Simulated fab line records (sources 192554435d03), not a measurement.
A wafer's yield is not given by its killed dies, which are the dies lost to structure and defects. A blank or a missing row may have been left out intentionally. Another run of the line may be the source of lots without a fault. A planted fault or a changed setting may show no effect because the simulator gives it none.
Split-lot study	flow n5-finfet	on a route of 1938 steps: 7 lots, 21 wafers read

== ON THE SPLIT ==
At N5_BEOL_M2_COAT_62 (time 60 s, resist thk 12 nm), the setting spin-rpm was moved away from the recipe's 1500 rpm on 8 of the 21 wafers read, by -6.5% to +11.3%. This setting was run at the recipe's value on the other wafers.

== FROM THE SPLIT TO THE READING: what the file shows between them, 5 steps ==
- N5_BEOL_M2_COAT_73: time 60 s, resist thk 5 nm
- N5_BEOL_M2_COAT_05: resist thk 30 nm
- N5_BEOL_M2_DESCUM_16: chemistry O2, time 7 s
- N5_BEOL_M2_ETCH_74: etches underlayer in N2/H2, target depth 6.5 nm, time 5.2 s
- N5_BEOL_M2_ETCH_63: etches SiARC in CF4, target depth 15.6 nm, time 26 s

== THE READING ==
SiARC_of_BEOL_M2_COAT_62.thk-nm (the simulator's own value, which no gauge read), in nm, at N5_BEOL_M2_ETCH_64 (etches SOC in N2/H2, target depth 75 nm, overetch 22.5 nm, time 121.9 s). The file does not state a usual value for it. Here, 13 wafers ran the recipe; their average is 6.4 nm with a standard deviation of 0.11 nm.

wafer	tool, chamber at the split	spin-rpm as run, rpm	against the recipe	SiARC_of_BEOL_M2_COAT_62.thk-nm, nm	against lot-mates on the recipe
L075.4	litho-track-03, 0	1428	-4.8%	6.6	+0.2
L075.5	litho-track-03, 0	1428	-4.8%	6.6	+0.2
L075.6	litho-track-03, 0	1500	recipe	6.4	-
L079.2	litho-track-03, 0	1403	-6.5%	6.8	+0.4
L079.4	litho-track-03, 0	1403	-6.5%	6.8	+0.4
L079.3	litho-track-03, 0	1500	recipe	6.4	-
L083.3	litho-track-03, 0	1500	recipe	6.4	-
L083.5	litho-track-03, 0	1554	+3.6%	6.2	-0.3
L083.6	litho-track-03, 0	1500	recipe	6.6	-
L082.1	litho-track-04, 0	1500	recipe	6.2	-
L082.3	litho-track-04, 0	1669	+11.3%	5.6	-0.6
L082.4	litho-track-04, 0	1669	+11.3%	5.8	-0.4
L086.1	litho-track-04, 0	1500	recipe	6.4	-
L086.3	litho-track-04, 0	1500	recipe	6.4	-
L086.5	litho-track-04, 0	1500	recipe	6.4	-
L092.1	litho-track-04, 0	1500	recipe	6.6	-
L092.3	litho-track-04, 0	1623	+8.2%	5.8	-0.6
L092.4	litho-track-04, 0	1500	recipe	6.2	-
L094.1	litho-track-02, 0	1500	recipe	6.4	-
L094.4	litho-track-02, 0	1500	recipe	6.4	-
L094.6	litho-track-02, 0	1500	recipe	6.4	-

FIT RESULTS
A straight line over all 21 wafers: SiARC_of_BEOL_M2_COAT_62.thk-nm changes by -0.0611 nm for each +1% of spin-rpm; r = -0.95; the points scatter about the line by 0.1 nm.
The same after taking each lot's own level away (the mean of its wafers on the recipe; 21 wafers): -0.0524 nm for each +1%; r = -0.93; scatter 0.1 nm.
According to that fit, moving spin-rpm by its largest amount changes the reading by 0.59 nm.
The span of the lots' own levels, 6.20 to 6.50 nm, comes to 2.7 times the standard deviation stated above.
Hence the slope depends on the lot-to-lot level, as the two fits are not the same.
Check: -0.592 nm against its lot-mates is what the line predicts for one of the wafers moved furthest among these (+11.3%) when that wafer is left out of the fit. It came out at -0.6 nm against them.

== THE WHOLE CHAIN: every reading that the file lists as answering this split, in the file's order ==
step	what it does	reading	change (the file's fit)	r (the file's)
N5_BEOL_M2_COAT_62	time 60 s, resist thk 12 nm	SiARC_of_BEOL_M2_COAT_62.thk-nm (the simulator's own value, which no gauge read)	-0.0567 nm for each +1% of the setting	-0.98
N5_BEOL_M2_ETCH_63	etches SiARC in CF4, target depth 15.6 nm, time 26 s	etch-rf-on-time-s	withheld for each +1% of the setting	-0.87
N5_BEOL_M2_ETCH_63	etches SiARC in CF4, target depth 15.6 nm, time 26 s	etch.depth-nm (the simulator's own value, which no gauge read)	-0.0576 nm for each +1% of the setting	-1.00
N5_BEOL_M2_ETCH_64	etches SOC in N2/H2, target depth 75 nm, overetch 22.5 nm, time 121.9 s	SiARC_of_BEOL_M2_COAT_62.thk-nm (the simulator's own value, which no gauge read)	-0.0558 nm for each +1% of the setting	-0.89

== FILE'S OWN FIT ==
SiARC_of_BEOL_M2_COAT_62.thk-nm changes by -0.0558 nm for each +1% of spin-rpm, r = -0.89.
